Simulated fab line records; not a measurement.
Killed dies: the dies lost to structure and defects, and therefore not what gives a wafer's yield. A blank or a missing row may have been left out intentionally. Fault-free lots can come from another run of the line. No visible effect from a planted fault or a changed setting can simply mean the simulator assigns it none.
fab line records | flow nandHarc
[record] lots = 14 wafers = 42 lastDay = 25
route steps=1159 shown A_CONTACT@904 END@1159
lots that met no fault: from a run of the same line without faults
startH: hours from the record's opening day to when the first of the lot's shown wafers began | waitH: hours from the lot's prior step to this one | " same as the row above | L1.1+2: a row that stands for several wafers | - value missing, or start not given | * or withheld: withheld | < > ~ a bound
route shown NAME@n: names a module that has steps shown in the file, with the first one's number in the route | usual: average and standard deviation across the fault-free wafers | same: alike in all rows | chamber/n: place in a boat | sites: the reading at each site | _std_site: the values' standard deviation | _edge_site: outer sites' mean less inner sites' | radiusMm: how far each site lies from the wafer's centre | mask NAME#n: copy n | behind: the tool/chamber that last shaped the wafer | hold: the reason the lot was held/the length of the hold in hours/how it ended | device: names the non-switching transistor (n, p or np) | end of line: tests of these same wafers at the route's end | for a step that has no rows: nothing shown but its recipe | killed: count of dies lost to structure and defects at first sort (not the wafer's yield) | map: the dies of a wafer, with x for killed, . for not killed, _ for no die there
set.NAME: the setting as run; set.NAME@STEP: as run at that earlier step | model.NAME: the simulator's own value behind a step, which no gauge read
the route's steps for a sample of lots (tables are steps, rows are wafers)
services: when a tool's chamber went out of use (startH, in hours from the record's first day, below 0 if earlier), for how many hours, and the reason
[[steps]]
[step NHARC_A_CONTACT_ETCH_124]
[recipe] sourceW = withheld pressureMtorr = 20 biasV = withheld timeS = 140 targetDepthA = 7000 arFlowSccm = withheld c4f8FlowSccm = withheld o2FlowSccm = withheld chemistry = C4F8/O2/Ar
// columns lot.wafer tool chamber startH waitH rfHoursCounterH
L861.3 harCapEtch-03 0 385.00 - -
L861.5 " 0 " " -
L861.6 " 1 " " -
L858.4 harCapEtch-01 0 386.14 - -
L858.5 " 0 " " -
L858.6 " 1 " " -
L859.1 harCapEtch-02 0 391.85 - 13
L859.4 " 1 " " -
L859.6 " 0 " " -
L862.2 harCapEtch-03 0 397.52 - 88
L862.1 " 1 " " 88
L862.5 " 0 " " -
L860.3 harCapEtch-02 0 403.89 - -
L860.5 " 0 " " -
L860.6 " 1 " " -
L869.2 harCapEtch-03 0 443.70 - 97
L869.1 " 1 " " 97
L869.6 " 1 " " -
L866.2 harCapEtch-01 1 444.18 - 68
L866.3 " 0 " " -
L866.5 " 1 " " -
L870.1 harCapEtch-02 0 448.20 - 25
L870.4 " 1 " " -
L870.6 " 1 " " -
L877.2 harCapEtch-02 0 477.51 - 29
L877.3 " 0 " " -
L877.5 " 0 " " -
L874.2 harCapEtch-03 0 480.97 - 104
L874.3 " 1 " " -
L874.5 " 0 " " -
L875.3 harCapEtch-02 0 487.18 - -
L875.5 " 1 " " -
L875.6 " 0 " " -
L880.1 harCapEtch-02 1 517.57 - 34
L880.5 " 1 " " -
L880.6 " 0 " " -
L878.1 harCapEtch-01 1 521.77 - 79
L878.3 " 1 " " -
L878.5 " 1 " " -
L879.3 harCapEtch-03 1 523.62 - -
L879.6 " 1 " " -
L879.5 " 0 " " -
[step NHARC_A_CONTACT_ETCH_126]
[recipe] sourceW = withheld pressureMtorr = 20 biasV = 1200 timeS = 155 targetDepthA = 9560 arFlowSccm = withheld c4f8FlowSccm = withheld o2FlowSccm = withheld chemistry = C4F8/O2/Ar
// columns lot.wafer tool chamber startH waitH rfHoursCounterH
L861.3 harCapEtch-03 0 385.43 0.2 -
L861.5 " 0 " " -
L861.6 " 1 " " -
L858.4 harCapEtch-01 0 386.47 0.1 -
L858.5 " 0 " " -
L858.6 " 1 " " -
L859.1 harCapEtch-02 0 392.19 0.1 13
L859.4 " 1 " " -
L859.6 " 0 " " -
L862.2 harCapEtch-03 0 397.98 0.2 88
L862.1 " 1 " " 88
L862.5 " 0 " " -
L860.3 harCapEtch-02 0 404.32 0.2 -
L860.5 " 0 " " -
L860.6 " 1 " " -
L869.2 harCapEtch-03 0 444.04 0.1 97
L869.1 " 1 " " 97
L869.6 " 1 " " -
L866.2 harCapEtch-01 1 444.51 0.1 68
L866.3 " 0 " " -
L866.5 " 1 " " -
L870.1 harCapEtch-02 0 448.54 0.1 25
L870.4 " 1 " " -
L870.6 " 1 " " -
L877.2 harCapEtch-02 0 477.84 0.1 30
L877.3 " 0 " " -
L877.5 " 0 " " -
L874.2 harCapEtch-03 0 481.31 0.1 104
L874.3 " 1 " " -
L874.5 " 0 " " -
L875.3 harCapEtch-02 0 487.50 0.1 -
L875.5 " 1 " " -
L875.6 " 0 " " -
L880.1 harCapEtch-02 1 517.91 0.1 35
L880.5 " 1 " " -
L880.6 " 0 " " -
L878.1 harCapEtch-01 1 522.10 0.1 79
L878.3 " 1 " " -
L878.5 " 1 " " -
L879.3 harCapEtch-03 1 523.94 0.1 -
L879.6 " 1 " " -
L879.5 " 0 " " -
[step NHARC_A_CONTACT_STRIP_82]
[recipe] o2FlowSccm = 500 arFlowSccm = 0 biasW = 0 chemistry = O2
[usual] drypumpMotorCurrentA = 5.7/0.45 oesProductAu = 0.998/0.013 rfVppV = 57.9/0.97 showerheadPlenumPTorr = 3.48/0.17 throttleValvePct = 17.037/0.0099
[same] biasW = 0
// columns lot.wafer tool chamber startH waitH drypumpMotorCurrentA oesProductAu rfHoursCounterH rfVppV showerheadPlenumPTorr throttleValvePct
L861.3 rieDiel-03 1 - - 5.4 0.997 29 57.7 3.75 17.045
L861.6 " 0 " " 5.9 1.004 - 58.2 3.43 17.053
L861.5 " 1 " " 5.4 0.997 - 58.2 3.75 17.038
L858.4 rieDiel-03 2 - - 5.8 0.996 30 58.3 3.54 17.028
L858.6 " 2 " " 5.8 0.998 - 57.3 3.54 17.026
L858.5 " 3 " " 6.5 1.005 - 58.9 3.36 17.032
L859.1 rieDiel-08 1 - - 6.0 1.004 33 57.5 3.30 17.041
L859.4 " 3 " " 5.3 1.012 32 57.0 3.28 17.036
L859.6 " 0 " " 5.4 0.991 - 58.0 3.36 17.035
L862.2 rieDiel-13 0 - - 6.2 0.996 38 57.7 3.33 17.038
L862.1 " 1 " " 6.0 0.986 46 56.0 3.42 17.037
L862.5 " 3 " " 6.2 1.001 - 58.7 3.75 17.053
L860.3 rieDiel-03 1 - - 5.4 0.999 1 58.8 3.75 17.059
L860.5 " 2 " " 5.8 0.985 - 58.5 3.54 17.036
L860.6 " 3 " " 6.5 0.996 - 58.8 3.36 17.035
L869.1 rieDiel-08 2 - - 5.0 0.992 51 57.9 3.33 17.055
L869.2 " 1 " " 6.0 1.020 52 58.2 3.29 17.052
L869.6 " 2 " " 5.0 0.992 - 57.4 3.33 17.028
L866.2 rieDiel-13 1 - - 6.0 0.993 64 57.6 3.41 17.042
L866.3 " 3 " " 6.2 1.003 61 59.6 3.74 17.032
L866.5 " 0 " " 6.2 1.023 - 58.0 3.32 17.030
L870.4 rieDiel-13 3 - - 6.2 1.003 63 59.9 3.74 17.044
L870.1 " 1 " " 6.0 0.984 67 57.9 3.41 17.055
L870.6 " 3 " " 6.1 1.005 - 58.0 3.74 17.012
L877.2 rieDiel-13 0 - - 6.2 0.982 8 58.3 3.32 17.013
L877.3 " 2 " " 5.0 0.989 7 57.6 3.43 17.037
L877.5 " 1 " " 6.0 0.994 - 55.9 3.41 17.022
L874.2 rieDiel-03 0 - - 5.9 0.990 12 59.5 3.43 17.031
L874.3 " 3 " " 6.5 1.002 16 56.7 3.36 17.032
L874.5 " 0 " " 5.9 0.991 - 57.8 3.43 17.037
L875.3 rieDiel-08 1 - - 6.0 1.023 0 59.6 3.81 17.025
L875.6 " 1 " " 6.0 1.028 - 57.4 3.81 17.037
L875.5 " 2 " " 5.0 1.004 - 56.5 3.33 17.030
L880.1 rieDiel-08 0 - - 5.4 0.987 13 57.0 3.34 17.050
L880.6 " 2 " " 5.0 1.001 - 56.8 3.32 17.030
L880.5 " 3 " " 5.3 0.992 - 58.9 3.80 17.059
L878.3 rieDiel-03 1 - - 5.4 1.017 24 59.3 3.74 17.034
L878.1 " 2 " " 5.8 1.004 24 57.2 3.53 17.024
L878.5 " 1 " " 5.4 1.008 - 57.6 3.74 17.043
L879.3 rieDiel-08 2 - - 5.0 0.990 17 57.2 3.32 17.023
L879.6 " 3 " " 5.4 0.996 - 58.7 3.80 17.044
L879.5 " 0 " " 5.4 0.990 - 57.8 3.33 17.052
[step NHARC_A_CONTACT_DEP_84]
[recipe] targetThkA = 20000 tempC = 400 material = aC
[usual] susceptorTempC = 399.95/0.22 throttleValvePct = 35.000/0.0091
// columns lot.wafer tool chamber startH waitH susceptorTempC throttleValvePct
L861.3 aclDep-02 0 391.35 - - 35.001
L861.5 " 0 " " - 35.006
L861.6 " 0 " " - 34.995
L858.4 aclDep-02 0 392.77 - - 34.992
L858.5 " 0 " " - 34.982
L858.6 " 0 " " - 34.998
L859.1 aclDep-03 0 396.17 - - 35.005
L859.4 " 0 " " - 34.983
L859.6 " 0 " " - 35.012
L862.1 aclDep-03 0 401.56 - - 35.000
L862.2 " 0 " " - 35.003
L862.5 " 0 " " - 35.004
L860.3 aclDep-02 0 408.13 - 399.64 35.000
L860.5 " 0 " " 399.48 35.005
L860.6 " 0 " " 399.73 35.004
L869.1 aclDep-02 - 447.65 - - -
L869.2 " - " " - -
L869.6 " - " " - -
L866.2 aclDep-03 - 448.38 - - -
L866.3 " - " " - -
L866.5 " - " " - -
L870.1 aclDep-03 - 451.24 - - -
L870.4 " - " " - -
L870.6 " - " " - -
L877.2 aclDep-02 0 484.86 - - 34.989
L877.3 " 0 " " - 35.016
L877.5 " 0 " " - 34.995
L874.2 aclDep-02 0 487.91 - - 35.005
L874.3 " 0 " " - 35.000
L874.5 " 0 " " - 35.006
L875.3 aclDep-01 0 492.08 - - 35.032
L875.5 " 0 " " - 34.997
L875.6 " 0 " " - 35.006
L880.1 aclDep-02 0 521.25 - - 35.001
L880.5 " 0 " " - 35.004
L880.6 " 0 " " - 35.009
L878.1 aclDep-03 0 526.46 - - 34.993
L878.3 " 0 " " - 35.001
L878.5 " 0 " " - 35.005
L879.3 aclDep-03 0 529.37 - - 35.004
L879.5 " 0 " " - 34.998
L879.6 " 0 " " - 34.992
[step NHARC_END_SORT_01]
[recipe] tempC = 25
[usual] defectLimitedYield = 95.3/1.6 killedAtArray = 27/11 killedAtOther = 0.7/1.1 killedAtPeriphery = 3.6/2.4 killedDies = 32/11 killedOpen = 3.3/1.8 killedShort = 2.1/1.5 sort_bin_2_pct = 1.4/0.64 sort_bin_3_pct = 0.29/0.22 sort_bin_4_pct = 3.0/1.1 sortNPass = 645/11 sortRimYieldPct = 95/3.5 sortYieldPct = 95.3/1.6
[same] grossDies = 677 sort_bin_5_pct[%] = 0 sort_bin_6_pct[%] = 0 sort_bin_7_pct[%] = 0 sort_bin_8_pct[%] = 0 sortRimNGross = 106.00
// columns lot.wafer tool chamber startH waitH defectLimitedYield[%] killedAtArray killedAtOther killedAtPeriphery killedDies killedOpen killedShort sort_bin_2_pct[%] sort_bin_3_pct[%] sort_bin_4_pct[%] sortNPass sortRimYieldPct[%] sortYieldPct[%]
L858.4 prober-02 0 454.70 3.4 97.2 14 1 4 19 3 6 0.7 0.44 1.6 658 99 97.2
L858.5 prober-02 0 455.50 3.7 97.2 14 0 5 19 6 1 1.0 0 1.8 658 94 97.2
L858.6 prober-02 0 456.30 4.0 97.5 11 0 6 17 3 5 0.4 0 2.1 660 99 97.5
L861.3 prober-01 0 456.06 3.1 96.8 15 0 7 22 1 6 0.6 0.59 2.1 655 98 96.8
L861.5 prober-01 0 457.67 3.7 96.5 18 0 6 24 5 2 0.6 0.44 2.5 653 97 96.5
L861.6 prober-01 0 458.47 4.0 97.0 15 0 5 20 2 6 0.7 0 2.2 657 97 97.0
L859.1 prober-02 0 460.09 2.5 93.9 29 0 12 41 3 3 1.3 0.44 4.3 636 96 93.9
L859.4 prober-02 0 462.51 3.4 95.7 20 2 7 29 2 0 1.8 0 2.5 648 99 95.7
L859.6 prober-02 0 464.12 4.0 94.7 24 2 10 36 4 1 1.9 0 3.4 641 95 94.7
L862.1 prober-01 0 462.26 2.5 95.3 29 1 2 32 7 3 2.2 0.30 2.2 645 99 95.3
L862.2 prober-01 0 463.06 2.8 96.3 15 2 8 25 3 2 1.2 0.15 2.4 652 93 96.3
L862.5 prober-01 0 465.45 3.7 97.6 14 0 2 16 0 1 0.3 0.30 1.8 661 96 97.6
L860.3 prober-02 0 470.00 3.1 94.7 32 0 4 36 3 3 2.4 0.74 2.2 641 93 94.7
L860.5 prober-02 0 471.57 3.6 97.2 18 0 1 19 1 0 1.3 0 1.5 658 95 97.2
L860.6 prober-02 0 472.36 3.9 94.8 32 0 3 35 4 2 1.6 0.15 3.4 642 93 94.8
L874.2 prober-01 0 552.99 2.8 97.0 16 0 4 20 5 1 0.6 0.15 2.2 657 98 97.0
L874.3 prober-01 0 553.79 3.1 97.9 14 0 0 14 2 2 0.3 0 1.8 663 95 97.9
L874.5 prober-01 0 555.38 3.7 97.0 10 2 8 20 4 1 0.7 0.30 1.9 657 96 97.0
L877.2 prober-02 0 553.04 2.8 95.0 32 0 2 34 4 1 2.2 0 2.8 643 94 95.0
L877.3 prober-02 0 553.84 3.1 93.9 38 1 2 41 3 3 1.9 0.59 3.5 636 94 93.9
L877.5 prober-02 0 555.44 3.7 96.6 18 1 4 23 2 0 0.9 0 2.5 654 92 96.6
L875.3 prober-01 0 561.81 3.1 95.1 27 1 5 33 2 1 1.6 0.30 3.0 644 93 95.1
L875.5 prober-01 0 563.41 3.7 94.4 33 2 3 38 3 1 1.8 0.30 3.5 639 99 94.4
L875.6 prober-01 0 564.21 4.0 97.0 17 0 3 20 1 1 0.6 0.30 2.1 657 92 97.0
L880.1 prober-01 0 573.84 2.5 96.5 18 3 3 24 3 2 1.3 0.15 2.1 653 95 96.5
L880.5 prober-01 0 576.99 3.7 95.9 21 1 6 28 4 1 1.2 0.15 2.8 649 93 95.9
L880.6 prober-01 0 577.78 3.9 93.8 37 1 4 42 6 3 2.4 0 3.8 635 97 93.8
L878.1 prober-02 0 582.00 2.5 93.5 38 1 5 44 2 3 2.4 0.44 3.7 633 96 93.5
L878.3 prober-02 0 583.63 3.1 96.0 26 0 1 27 5 1 1.0 0.74 2.2 650 93 96.0
L878.5 prober-02 0 585.27 3.8 93.9 40 0 1 41 3 1 1.2 0.59 4.3 636 99 93.9
L879.3 prober-01 0 590.69 3.2 95.1 29 2 2 33 4 4 1.8 0.44 2.7 644 98 95.1
L879.5 prober-01 0 592.31 3.8 95.9 23 2 3 28 3 1 1.5 0.30 2.4 649 99 95.9
L879.6 prober-01 0 593.12 4.1 97.3 15 2 1 18 5 2 0.4 0.15 2.1 659 96 97.3
// killed by level:class
L858.4 A_CHANNEL_HOLE_D1:chamberFilmFlake=3 A_STAIRCASE:chamberFilmFlake=3 A_CONTACT:chamberFilmFlake=2 P_STI:geometricParticle:short=1 P_GATE:geometricParticle:open=1 P_M1:geometricParticle:short=1 A_ONON_D1:geometricParticle:short=1 A_CHANNEL_HOLE_D1:geometricParticle:open=1
L858.5 A_CHANNEL_HOLE_D1:chamberFilmFlake=5 A_CONTACT:chamberFilmFlake=3 P_CONTACT:geometricParticle:open=2 P_GATE:chamberFilmFlake=2 P_M0:geometricParticle:open=1 A_ONON_D1:geometricParticle:open=1 A_CHANNEL_FILL_D1:geometricParticle:open=1 A_WL_FILL:geometricParticle:short=1
L861.3 P_ZERO_WELL:chamberFilmFlake=6 A_WL_FILL:geometricParticle:short=3 A_STAIRCASE:chamberFilmFlake=3 A_CONTACT:chamberFilmFlake=3 A_WL_FILL:chamberFilmFlake=2 P_CONTACT:geometricParticle:short=1 A_CHANNEL_FILL_D1:geometricParticle:open=1 A_CHANNEL_FILL_D1:geometricParticle:short=1
L858.6 A_CHANNEL_HOLE_D1:chamberFilmFlake=4 P_M0:geometricParticle:short=2 A_STAIRCASE:chamberFilmFlake=2 P_STI:geometricParticle:short=1 P_GATE:geometricParticle:open=1 A_SGD_CUT:geometricParticle:short=1 A_SGD_CUT:geometricParticle:open=1 A_WL_FILL:geometricParticle:short=1
L861.5 A_STAIRCASE:chamberFilmFlake=5 P_CONTACT:geometricParticle:open=3 A_CONTACT:chamberFilmFlake=3 A_CHANNEL_HOLE_D1:geometricParticle:short=2 A_CHANNEL_HOLE_D1:chamberFilmFlake=2 A_CHANNEL_FILL_D1:chamberFilmFlake=2 A_WL_FILL:chamberFilmFlake=2 A_SGD_CUT:geometricParticle:open=1
L861.6 A_CHANNEL_HOLE_D1:chamberFilmFlake=5 A_WL_FILL:geometricParticle:short=3 P_ZERO_WELL:chamberFilmFlake=3 A_CONTACT:chamberFilmFlake=2 P_STI:geometricParticle:short=1 P_CONTACT:geometricParticle:open=1 A_CHANNEL_HOLE_D1:geometricParticle:short=1 A_WL_FILL:geometricParticle:open=1
L859.1 A_CHANNEL_HOLE_D1:chamberFilmFlake=11 P_CONTACT:chamberFilmFlake=9 A_SLIT:chamberFilmFlake=8 A_ZERO_WELL:chamberFilmFlake=5 A_CONTACT:geometricParticle:open=2 A_STAIRCASE:chamberFilmFlake=2 P_CONTACT:geometricParticle:short=1 P_M0:geometricParticle:open=1
L862.1 A_CHANNEL_HOLE_D1:chamberFilmFlake=9 A_STAIRCASE:chamberFilmFlake=5 A_CONTACT:chamberFilmFlake=5 A_SOURCE_PLATE:geometricParticle:open=2 P_M0:geometricParticle:open=1 A_ONON_D1:geometricParticle:open=1 A_SGD_CUT:geometricParticle:short=1 A_WL_FILL:geometricParticle:open=1
L859.4 A_CHANNEL_HOLE_D1:chamberFilmFlake=9 P_CONTACT:chamberFilmFlake=5 A_SLIT:chamberFilmFlake=4 A_STAIRCASE:chamberFilmFlake=2 A_CONTACT:chamberFilmFlake=2 P_CONTACT:geometricParticle:open=1 A_WL_FILL:geometricParticle:open=1 P_STI:chamberFilmFlake=1
L862.2 A_CHANNEL_HOLE_D1:chamberFilmFlake=7 P_ZERO_WELL:chamberFilmFlake=5 A_CONTACT:chamberFilmFlake=5 P_CONTACT:geometricParticle:open=2 THIN_TSV:chamberFilmFlake=2 P_M1:geometricParticle:short=1 A_CHANNEL_FILL_D1:geometricParticle:open=1 A_CONTACT:geometricParticle:short=1
L859.6 A_CHANNEL_HOLE_D1:chamberFilmFlake=12 P_CONTACT:chamberFilmFlake=8 A_SLIT:chamberFilmFlake=5 A_CONTACT:chamberFilmFlake=3 THIN_TSV:chamberFilmFlake=2 P_CONTACT:geometricParticle:open=1 P_M0:geometricParticle:open=1 A_ONON_D1:geometricParticle:open=1
L862.5 A_CHANNEL_HOLE_D1:chamberFilmFlake=9 A_CONTACT:chamberFilmFlake=3 P_M2:geometricParticle:short=1 P_ZERO_WELL:chamberFilmFlake=1 A_STAIRCASE:chamberFilmFlake=1 A_SLIT:chamberFilmFlake=1
L860.3 A_CHANNEL_HOLE_D1:chamberFilmFlake=13 A_SLIT:chamberFilmFlake=7 A_WL_FILL:geometricParticle:short=3 A_STAIRCASE:chamberFilmFlake=3 A_CONTACT:chamberFilmFlake=3 P_STI:geometricParticle:open=1 P_CONTACT:geometricParticle:open=1 P_M0:geometricParticle:open=1
L860.5 A_CHANNEL_HOLE_D1:chamberFilmFlake=7 A_STAIRCASE:chamberFilmFlake=5 A_SLIT:chamberFilmFlake=4 P_GATE:geometricParticle:open=1 A_ZERO_WELL:chamberFilmFlake=1 A_CONTACT:chamberFilmFlake=1
L860.6 A_CHANNEL_HOLE_D1:chamberFilmFlake=11 A_SLIT:chamberFilmFlake=8 A_STAIRCASE:chamberFilmFlake=3 A_CONTACT:chamberFilmFlake=3 A_CONTACT:geometricParticle:open=2 A_ZERO_WELL:chamberFilmFlake=2 P_CONTACT:geometricParticle:open=1 P_M0:geometricParticle:open=1
L874.2 A_CHANNEL_HOLE_D1:chamberFilmFlake=5 A_ZERO_WELL:chamberFilmFlake=3 A_CONTACT:chamberFilmFlake=3 A_STAIRCASE:chamberFilmFlake=2 P_GATE:geometricParticle:open=1 P_M0:geometricParticle:open=1 P_M1:geometricParticle:open=1 A_CHANNEL_HOLE_D1:geometricParticle:open=1
L877.2 A_SLIT:chamberFilmFlake=17 A_CHANNEL_HOLE_D1:chamberFilmFlake=4 A_CONTACT:chamberFilmFlake=4 A_M0:geometricParticle:open=2 A_BONDPAD:chamberFilmFlake=2 P_CONTACT:geometricParticle:open=1 A_M1:geometricParticle:open=1 A_M1:geometricParticle:short=1
L874.3 A_CHANNEL_HOLE_D1:chamberFilmFlake=4 A_STAIRCASE:chamberFilmFlake=4 A_ONON_D1:geometricParticle:short=1 A_CHANNEL_FILL_D1:geometricParticle:short=1 A_CHANNEL_FILL_D1:geometricParticle:open=1 A_WL_FILL:geometricParticle:open=1 A_ZERO_WELL:chamberFilmFlake=1 A_CONTACT:chamberFilmFlake=1
L877.3 A_SLIT:chamberFilmFlake=15 A_CHANNEL_HOLE_D1:chamberFilmFlake=8 A_BONDPAD:chamberFilmFlake=4 A_WL_FILL:geometricParticle:short=2 A_CONTACT:geometricParticle:open=2 A_ZERO_WELL:chamberFilmFlake=2 A_CONTACT:chamberFilmFlake=2 P_STI:geometricParticle:open=1
L874.5 A_CONTACT:chamberFilmFlake=6 P_M0:geometricParticle:open=4 A_STAIRCASE:chamberFilmFlake=2 THIN_TSV:chamberFilmFlake=2 P_M0:geometricParticle:short=1 P_ZERO_WELL:chamberFilmFlake=1 P_M0:chamberFilmFlake=1 P_M1:chamberFilmFlake=1
L877.5 A_SLIT:chamberFilmFlake=5 A_CHANNEL_HOLE_D1:chamberFilmFlake=4 A_CONTACT:chamberFilmFlake=3 P_STI:chamberFilmFlake=2 A_STAIRCASE:chamberFilmFlake=2 A_BONDPAD:chamberFilmFlake=2 P_GATE:geometricParticle:open=1 A_CHANNEL_FILL_D1:geometricParticle:open=1
L875.3 A_SLIT:chamberFilmFlake=13 A_CHANNEL_HOLE_D1:chamberFilmFlake=7 A_CONTACT:chamberFilmFlake=6 P_CONTACT:geometricParticle:open=2 P_GATE:chamberFilmFlake=2 A_CHANNEL_FILL_D1:geometricParticle:short=1 P_STI:chamberFilmFlake=1 HYBRID_BOND:latent=1
L875.5 A_SLIT:chamberFilmFlake=13 A_CONTACT:chamberFilmFlake=8 A_CHANNEL_HOLE_D1:chamberFilmFlake=6 P_STI:chamberFilmFlake=3 A_STAIRCASE:chamberFilmFlake=3 A_CONTACT:geometricParticle:open=2 A_ONON_D1:geometricParticle:short=1 STARTING-WAFER:geometricParticle:open=1
L875.6 A_SLIT:chamberFilmFlake=7 A_CHANNEL_HOLE_D1:chamberFilmFlake=4 P_STI:chamberFilmFlake=2 A_CONTACT:chamberFilmFlake=2 A_ONON_D1:geometricParticle:short=1 A_CONTACT:geometricParticle:open=1 P_GATE:chamberFilmFlake=1 A_STAIRCASE:chamberFilmFlake=1
L880.1 A_SLIT:chamberFilmFlake=9 THIN_TSV:chamberFilmFlake=3 A_CHANNEL_HOLE_D1:chamberFilmFlake=2 A_CONTACT:chamberFilmFlake=2 P_CONTACT:geometricParticle:open=1 P_CONTACT:geometricParticle:short=1 A_SOURCE_PLATE:geometricParticle:open=1 A_CHANNEL_HOLE_D1:geometricParticle:open=1
L880.5 A_SLIT:chamberFilmFlake=12 P_GATE:chamberFilmFlake=4 A_CHANNEL_HOLE_D1:chamberFilmFlake=3 P_M0:geometricParticle:open=1 A_CHANNEL_FILL_D1:geometricParticle:short=1 A_SLIT:geometricParticle:open=1 A_WL_FILL:geometricParticle:open=1 A_M0:geometricParticle:open=1
L880.6 A_SLIT:chamberFilmFlake=18 A_CHANNEL_HOLE_D1:chamberFilmFlake=6 A_STAIRCASE:chamberFilmFlake=4 P_GATE:chamberFilmFlake=3 A_CHANNEL_FILL_D1:geometricParticle:short=2 A_WL_FILL:geometricParticle:open=2 P_BONDPAD:geometricParticle:open=1 A_ONON_D1:geometricParticle:open=1
L878.1 A_SLIT:chamberFilmFlake=20 A_CONTACT:chamberFilmFlake=7 A_CHANNEL_HOLE_D1:chamberFilmFlake=4 A_WL_FILL:chamberFilmFlake=2 P_GATE:geometricParticle:short=1 P_CONTACT:geometricParticle:short=1 P_M1:geometricParticle:open=1 P_M2:geometricParticle:open=1
L878.3 A_SLIT:chamberFilmFlake=7 A_CHANNEL_HOLE_D1:chamberFilmFlake=6 A_CONTACT:chamberFilmFlake=3 A_M0:geometricParticle:open=2 A_STAIRCASE:chamberFilmFlake=2 P_M1:geometricParticle:open=1 A_SOURCE_PLATE:geometricParticle:open=1 A_SOURCE_PLATE:geometricParticle:short=1
L878.5 A_SLIT:chamberFilmFlake=17 A_CONTACT:chamberFilmFlake=8 A_CHANNEL_HOLE_D1:chamberFilmFlake=7 A_M0:geometricParticle:open=2 A_STAIRCASE:chamberFilmFlake=2 A_ONON_D1:geometricParticle:short=1 A_BLC:geometricParticle:open=1 P_GATE:chamberFilmFlake=1
L879.3 A_CONTACT:chamberFilmFlake=8 A_CHANNEL_HOLE_D1:chamberFilmFlake=7 A_CHANNEL_FILL_D1:chamberFilmFlake=4 A_ONON_D1:geometricParticle:short=2 A_M0:geometricParticle:open=2 P_STI:chamberFilmFlake=2 THIN_TSV:chamberFilmFlake=2 A_CHANNEL_FILL_D1:geometricParticle:short=1
L879.5 A_CHANNEL_HOLE_D1:chamberFilmFlake=9 A_CONTACT:chamberFilmFlake=9 THIN_TSV:chamberFilmFlake=2 P_CONTACT:geometricParticle:open=1 A_SOURCE_PLATE:geometricParticle:open=1 A_CHANNEL_FILL_D1:geometricParticle:short=1 A_CONTACT:geometricParticle:open=1 P_ZERO_WELL:chamberFilmFlake=1
L879.6 A_CHANNEL_HOLE_D1:chamberFilmFlake=4 A_CONTACT:geometricParticle:open=3 A_CONTACT:chamberFilmFlake=3 A_SOURCE_PLATE:geometricParticle:open=1 A_CHANNEL_FILL_D1:geometricParticle:open=1 A_M0:geometricParticle:short=1 STARTING-WAFER:geometricParticle:short=1 P_STI:chamberFilmFlake=1
[[services]]
// columns tool chamber startH hours kind
harCapEtch-03 - 365.51 0.3 repair
rieDiel-03 0 371.31 - clean
rieDiel-03 1 371.31 - clean
rieDiel-03 2 371.31 - clean
rieDiel-03 3 371.31 - clean
rieDiel-08 0 384.50 - clean
rieDiel-08 1 384.50 - clean
rieDiel-08 2 384.50 - clean
rieDiel-08 3 384.50 - clean
harCapEtch-02 - 386.57 0.4 repair
rieDiel-03 - 392.31 9.0 pm
rieDiel-03 0 392.31 9.0 ventCycle
rieDiel-03 1 392.31 9.0 ventCycle
rieDiel-03 2 392.31 9.0 ventCycle
aclDep-03 - 404.93 13.0 pm
rieDiel-03 0 443.50 13.9 repair
rieDiel-13 - 453.05 9.0 pm
rieDiel-03 3 454.87 3.4 repair
harCapEtch-02 - 456.12 2.6 repair
aclDep-02 - 459.34 0.9 repair
aclDep-01 - 476.77 13.0 pm
rieDiel-08 - 478.98 9.0 pm
rieDiel-13 3 489.67 2.4 repair
rieDiel-13 0 525.76 2.4 repair
[[key]]
[firstSign] step = NHARC_A_CONTACT_DEP_84 reading = toolRecord direction = missing
effect none on later readings
metAt NHARC_A_CONTACT_DEP_84
struckLots L866,L869,L870
scrappedBehind NHARC_A_BLC_INSPECT_12 L866.2,L866.3,L866.5,L869.1,L869.2,L869.6,L870.1,L870.4,L870.6
notActingAt NHARC_A_CONTACT_ETCH_124,NHARC_A_CONTACT_ETCH_126,NHARC_A_CONTACT_STRIP_82
onsetBetween 408.13 447.65
[fault] kind = skippedStepWhole tool = aclDep-02,aclDep-03 chamber = - onsetH = 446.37 steps = NHARC_A_CONTACT_DEP_84 scope = struckLotsOnly
